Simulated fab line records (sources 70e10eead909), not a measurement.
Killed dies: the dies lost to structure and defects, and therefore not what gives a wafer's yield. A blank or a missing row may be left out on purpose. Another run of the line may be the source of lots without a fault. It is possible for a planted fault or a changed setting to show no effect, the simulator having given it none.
fab line records | flow nandHarc
record lots=6 | wafers=18 | lastDay=24
route steps=1159 shown A_STAIRCASE@743 A_SGD_CUT@747
lots untouched by any fault: they come from a run of this same line in which no faults occurred
startH: the number of hours between the record's first day and the start of the first shown wafer of the lot | waitH: time in hours since the lot's previous step | " as in the row above | L1.1+2: several wafers, shown together as one row | - value missing, or start not given | * or withheld: withheld | < > ~ a bound
route shown NAME@n: a module of which the file shows steps, and the number in the route of the first | usual: the fault-free wafers' mean and standard deviation | same: alike in all rows | chamber/n: place in a boat | sites: the reading at each site | _std_site: standard deviation across them | _edge_site: the outer-site mean with the inner-site mean subtracted | radiusMm: how far each site lies from the wafer's centre | mask NAME#n: copy n | behind: the tool/chamber that last shaped the wafer | hold: why the lot went on hold/how many hours it stayed there/how the hold came to an end | device: the transistor (n, p or np) that didn't switch | end of line: tests run on the same wafers once the route is complete | a step with no rows: only its recipe | killed: count of dies lost to structure and defects at first sort (not the wafer's yield) | map: a wafer's dies, x killed, . not, _ none there
set.NAME: setting as actually run; set.NAME@STEP: the setting as run at that earlier step | model.NAME: the simulator's own value behind a step, which no gauge read
lots at selected steps of the route; one table per step, one row per wafer
services: from which hour (startH, from the record's first day; less than 0 if before it) a tool's chamber was out of use, for how many hours, and why
## steps
# step NHARC_A_STAIRCASE_CMP_472
# recipe material=SiO2
# usual motorCurrentA=11.9/0.98 | retainingRingPressureFrac=1.000/0.0049
lot.wafer | tool   | chamber | startH | waitH | motorCurrentA | retainingRingPressureFrac
L190.3    | cmp-02 | 1       | 315.97 | 0.2   | 12.7          | 1.008
L190.2    | "      | 3       | "      | "     | 11.8          | 1.003
L190.6    | "      | 1       | "      | "     | 13.4          | 1.007
L189.4    | cmp-04 | 2       | 316.09 | 0.2   | 10.9          | 0.999
L189.3    | "      | 3       | "      | "     | 10.2          | 0.991
L189.5    | "      | 0       | "      | "     | 12.1          | 0.990
L204.1    | cmp-02 | 0       | 399.39 | 0.2   | 12.0          | 1.004
L204.3    | "      | 1       | "      | "     | 12.7          | 1.005
L204.6    | "      | 0       | "      | "     | 12.3          | 1.000
L202.4    | cmp-03 | 1       | 400.40 | 0.2   | 12.3          | 0.996
L202.1    | "      | 3       | "      | "     | 11.4          | 0.992
L202.6    | "      | 0       | "      | "     | 12.6          | 0.996
L205.1    | cmp-02 | 2       | 409.93 | 0.2   | 10.1          | 0.992
L205.2    | "      | 0       | "      | "     | 12.2          | 1.001
L205.4    | "      | 1       | "      | "     | 13.2          | 0.999
L208.4    | cmp-04 | 1       | 437.42 | 0.1   | 10.3          | 1.002
L208.1    | "      | 2       | "      | "     | 10.9          | 1.003
L208.6    | "      | 2       | "      | "     | 11.1          | 1.000
# step NHARC_A_STAIRCASE_SRD_474
# step NHARC_A_STAIRCASE_INSPECT_155
# usual rawDefectCount=389/130
lot.wafer | tool             | chamber | startH | waitH | rawDefectCount
L190.2    | defectInspect-01 | -       | 316.32 | 0.1   | 458
L190.3    | "                | -       | "      | "     | 402
L190.6    | "                | -       | "      | "     | 285
L189.3    | defectInspect-02 | -       | 316.38 | 0.1   | 285
L189.4    | "                | -       | "      | "     | 218
L189.5    | "                | -       | "      | "     | 328
L204.1    | defectInspect-01 | -       | 399.73 | 0.1   | 312
L204.3    | "                | -       | "      | "     | 269
L204.6    | "                | -       | "      | "     | 283
L202.1    | defectInspect-01 | -       | 400.72 | 0.1   | 483
L202.4    | "                | -       | "      | "     | 250
L202.6    | "                | -       | "      | "     | 372
L205.1    | defectInspect-02 | -       | 410.28 | 0.1   | 367
L205.2    | "                | -       | "      | "     | 385
L205.4    | "                | -       | "      | "     | 383
L208.1    | defectInspect-01 | -       | 437.76 | 0.1   | 381
L208.4    | "                | -       | "      | "     | 411
L208.6    | "                | -       | "      | "     | 451
# step NHARC_A_SGD_CUT_DEP_00
# recipe targetThkA=500 | tempC=400 | targetThkNm=50 | flowSccm=200 | rfW=450 | material=SiNx
# usual heaterPowerOuterW=471/60 | heaterPowerW=775/70
lot.wafer | tool     | chamber | startH | waitH | heaterPowerOuterW | heaterPowerW
L190.2    | pecvd-03 | 1       | 316.38 | 0.1   | 419               | 754
L190.3    | "        | 2       | "      | "     | 444               | 754
L190.6    | "        | 0       | "      | "     | 511               | 840
L189.3    | pecvd-04 | 0       | 316.61 | 0.2   | 513               | 834
L189.5    | "        | 2       | "      | "     | 441               | 790
L189.4    | "        | 0       | "      | "     | 502               | 843
L204.3    | pecvd-03 | 1       | 399.80 | 0.1   | 399               | 706
L204.1    | "        | 2       | "      | "     | 440               | 730
L204.6    | "        | 1       | "      | "     | 399               | 730
L202.1    | pecvd-04 | 1       | 400.78 | 0.1   | 574               | 900
L202.6    | "        | 1       | "      | "     | 554               | 925
L202.4    | "        | 2       | "      | "     | 394               | 722
L205.2    | pecvd-03 | 1       | 410.38 | 0.1   | 386               | 709
L205.1    | "        | 2       | "      | "     | 460               | 793
L205.4    | "        | 1       | "      | "     | 390               | 718
L208.1    | pecvd-02 | 0       | 437.83 | 0.1   | 408               | 746
L208.4    | "        | 1       | "      | "     | 478               | 722
L208.6    | "        | 2       | "      | "     | 527               | 763
# step NHARC_A_SGD_CUT_DEHYDRATE_01
# recipe tempC=150 | timeS=120
# step NHARC_A_SGD_CUT_HMDS_02
# recipe timeS=30
# step NHARC_A_SGD_CUT_COAT_56
# recipe tempC=260 | timeS=75
# step NHARC_A_SGD_CUT_COAT_57
# recipe tempC=225 | timeS=65
# step NHARC_A_SGD_CUT_COAT_03
# recipe spinRpm=1500 | resistThkNm=90
# step NHARC_A_SGD_CUT_SOFTBAKE_04
# recipe tempC=105 | timeS=55
# step NHARC_A_SGD_CUT_EBR_05
# step NHARC_A_SGD_CUT_EXPOSE_06
# recipe na=1.35 | doseMj=85.59 | maskId=SGD
# usual exposureDoseMJCm2=85.53/0.098
lot.wafer | tool           | chamber | startH | waitH | mask  | exposureDoseMJCm2 | model.A_SGD_CUT.overlayXNm
L190.2    | arfiScanner-02 | 0       | 316.84 | -     | SGD#0 | 85.56             | -0.274
L190.3    | "              | 0       | "      | "     | SGD#0 | 85.47             | -0.274
L190.6    | "              | 0       | "      | "     | SGD#0 | 85.53             | -0.274
L189.3    | arfiScanner-03 | 0       | 317.15 | -     | SGD#0 | 85.59             | 0.4153
L189.4    | "              | 0       | "      | "     | SGD#0 | 85.67             | 0.4153
L189.5    | "              | 0       | "      | "     | SGD#0 | 85.73             | 0.4153
L204.1    | arfiScanner-03 | 0       | 400.38 | -     | SGD#0 | 85.56             | 18.84
L204.3    | "              | 0       | "      | "     | SGD#0 | 85.37             | 18.84
L204.6    | "              | 0       | "      | "     | SGD#0 | 85.45             | 18.84
L202.1    | arfiScanner-01 | 0       | 401.37 | -     | SGD#0 | 85.40             | 0.4429
L202.4    | "              | 0       | "      | "     | SGD#0 | 85.27             | 0.4429
L202.6    | "              | 0       | "      | "     | SGD#0 | 85.25             | 0.4429
L205.1    | arfiScanner-03 | 0       | 410.96 | -     | SGD#0 | 85.78             | 17.06
L205.2    | "              | 0       | "      | "     | SGD#0 | 85.68             | 17.06
L205.4    | "              | 0       | "      | "     | SGD#0 | 85.77             | 17.06
L208.1    | arfiScanner-01 | 0       | 438.30 | -     | SGD#0 | 85.48             | 0.137
L208.4    | "              | 0       | "      | "     | SGD#0 | 85.42             | 0.137
L208.6    | "              | 0       | "      | "     | SGD#0 | 85.64             | 0.137
# step NHARC_A_SGD_CUT_PEB_07
# recipe pebTempC=100 | pebTimeS=65
# step NHARC_A_SGD_CUT_DEVELOP_08
# recipe developTimeS=35 | devTempC=23
# step NHARC_A_SGD_CUT_CD_MEAS_09
# recipe targetCdNm=100 | landingEnergyEv=500
# usual cdNm=100.4/0.69
lot.wafer | tool     | chamber | startH | waitH | cdNm
L190.2    | cdSem-02 | 0       | 316.98 | -     | 100.6
L190.3    | "        | 0       | "      | "     | 100.9
L190.6    | "        | 0       | "      | "     | 100.6
L189.3    | cdSem-02 | 0       | 317.29 | -     | 101.3
L189.4    | "        | 0       | "      | "     | 100.0
L189.5    | "        | 0       | "      | "     | 100.0
L204.1    | cdSem-01 | 0       | 400.52 | -     | 100.8
L204.3    | "        | 0       | "      | "     | 101.5
L204.6    | "        | 0       | "      | "     | 101.0
L202.1    | cdSem-02 | 0       | 401.51 | -     | 99.6
L202.4    | "        | 0       | "      | "     | 100.4
L202.6    | "        | 0       | "      | "     | 99.9
L205.1    | cdSem-02 | 0       | 411.10 | -     | 102.0
L205.2    | "        | 0       | "      | "     | 101.6
L205.4    | "        | 0       | "      | "     | 101.5
L208.1    | cdSem-02 | 0       | 438.44 | -     | 101.1
L208.4    | "        | 0       | "      | "     | 100.9
L208.6    | "        | 0       | "      | "     | 101.4
# step NHARC_A_SGD_CUT_OVL_MEAS_10
# usual overlayXNm=-0.4/0.91 | overlayYNm=-0.2/0.61
lot.wafer | tool       | chamber | startH | waitH | overlayXNm | overlayYNm
L190.2    | overlay-02 | -       | 317.07 | -     | -0.4       | 0.6
L190.3    | "          | -       | "      | "     | -0.3       | 0.0
L190.6    | "          | -       | "      | "     | -0.3       | -0.1
L189.3    | overlay-01 | -       | 317.37 | -     | 0.5        | -0.2
L189.4    | "          | -       | "      | "     | -0.1       | -0.6
L189.5    | "          | -       | "      | "     | 0.6        | 0.0
L204.1    | overlay-01 | -       | 400.61 | -     | 19.2       | 0.0
L204.3    | "          | -       | "      | "     | 18.5       | 0.4
L204.6    | "          | -       | "      | "     | 18.7       | 0.5
L202.1    | overlay-01 | -       | 401.59 | -     | 1.0        | -0.6
L202.4    | "          | -       | "      | "     | 0.6        | -0.5
L202.6    | "          | -       | "      | "     | 0.5        | -0.9
L205.1    | overlay-01 | -       | 411.19 | -     | 16.8       | 0.3
L205.2    | "          | -       | "      | "     | 17.8       | -0.7
L205.4    | "          | -       | "      | "     | 16.9       | 0.0
L208.1    | overlay-02 | -       | 438.53 | -     | 0.1        | -0.1
L208.4    | "          | -       | "      | "     | 0.3        | -0.2
L208.6    | "          | -       | "      | "     | 0.2        | -0.2
# step NHARC_A_SGD_CUT_INSPECT_11
# usual rawDefectCount=19/9.9
lot.wafer | tool             | chamber | startH | waitH | rawDefectCount
L190.2    | defectInspect-01 | -       | 317.10 | 0.0   | 18
L190.3    | "                | -       | "      | "     | 19
L190.6    | "                | -       | "      | "     | 18
L189.3    | defectInspect-02 | -       | 317.41 | 0.0   | 9
L189.4    | "                | -       | "      | "     | 11
L189.5    | "                | -       | "      | "     | 9
L204.1    | defectInspect-02 | -       | 400.65 | 0.0   | 35
L204.3    | "                | -       | "      | "     | 33
L204.6    | "                | -       | "      | "     | 29
L202.1    | defectInspect-02 | -       | 401.63 | 0.0   | 17
L202.4    | "                | -       | "      | "     | 13
L202.6    | "                | -       | "      | "     | 10
L205.1    | defectInspect-02 | -       | 411.23 | 0.0   | 16
L205.2    | "                | -       | "      | "     | 16
L205.4    | "                | -       | "      | "     | 19
L208.1    | defectInspect-01 | -       | 438.57 | 0.0   | 13
L208.4    | "                | -       | "      | "     | 16
L208.6    | "                | -       | "      | "     | 28
## services
tool           | chamber | startH | hours | kind
pecvd-03       | -       | 292.38 | 13.0  | pm
pecvd-03       | 0       | 292.38 | 13.0  | ventCycle
cmp-04         | -       | 301.07 | 4.0   | pm
arfiScanner-03 | -       | 312.00 | 4.0   | pm
arfiScanner-01 | -       | 313.42 | 3.7   | repair
cmp-02         | -       | 324.59 | 4.0   | pm
cmp-03         | -       | 326.27 | 0.4   | repair
pecvd-03       | 0       | 329.89 | 3.9   | repair
pecvd-02       | -       | 334.34 | 13.0  | pm
arfiScanner-01 | -       | 334.88 | 1.2   | repair
cmp-02         | -       | 337.76 | 0.3   | repair
pecvd-04       | 2       | 337.80 | 19.8  | repair
cmp-04         | -       | 338.99 | 5.2   | repair
cmp-03         | -       | 352.00 | 4.0   | pm
arfiScanner-01 | -       | 368.99 | 4.0   | pm
pecvd-04       | -       | 376.56 | 13.0  | pm
cmp-03         | -       | 387.93 | 0.4   | repair
arfiScanner-01 | -       | 392.24 | 1.9   | repair
pecvd-03       | -       | 394.27 | 2.7   | repair
cmp-04         | -       | 399.07 | 4.0   | pm
cmp-02         | -       | 405.59 | 0.5   | repair
cmp-02         | -       | 422.62 | 4.0   | pm
arfiScanner-02 | -       | 428.00 | 4.0   | pm
pecvd-03       | 2       | 431.30 | 3.2   | repair
## key
firstSign step=NHARC_A_SGD_CUT_OVL_MEAS_10 | reading=overlayXNm | direction=up | sigmas=20 | usual=-0.4 | struck=18.0
effect none on later readings
modelEffect step=NHARC_A_SGD_CUT_EXPOSE_06 | value=A_SGD_CUT.overlayXNm | without=-1.113 | struck=17.95
metAt NHARC_A_SGD_CUT_EXPOSE_06
struckWafers L204.1,L204.3,L204.6,L205.1,L205.2,L205.4
testerLeftOut L204,L205
onsetBetween 317.15 400.38
alsoFits NHARC_A_STAIRCASE_CMP_472:cmp-02,NHARC_A_SGD_CUT_DEP_00:pecvd-03
fault kind=scannerMatchingOverlay | tool=arfiScanner-03 | chamber=- | onsetH=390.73 | steps=NHARC_A_SGD_CUT_EXPOSE_06 | offset=19.064
# testerLeftOut: of these lots the tester's yield and bins aren't shown, on N5 and GAA mostly nor the transistor test; their killed dies are dies lost to structure and defects alone, not to doping, threshold or leakage, so they don't give the yield
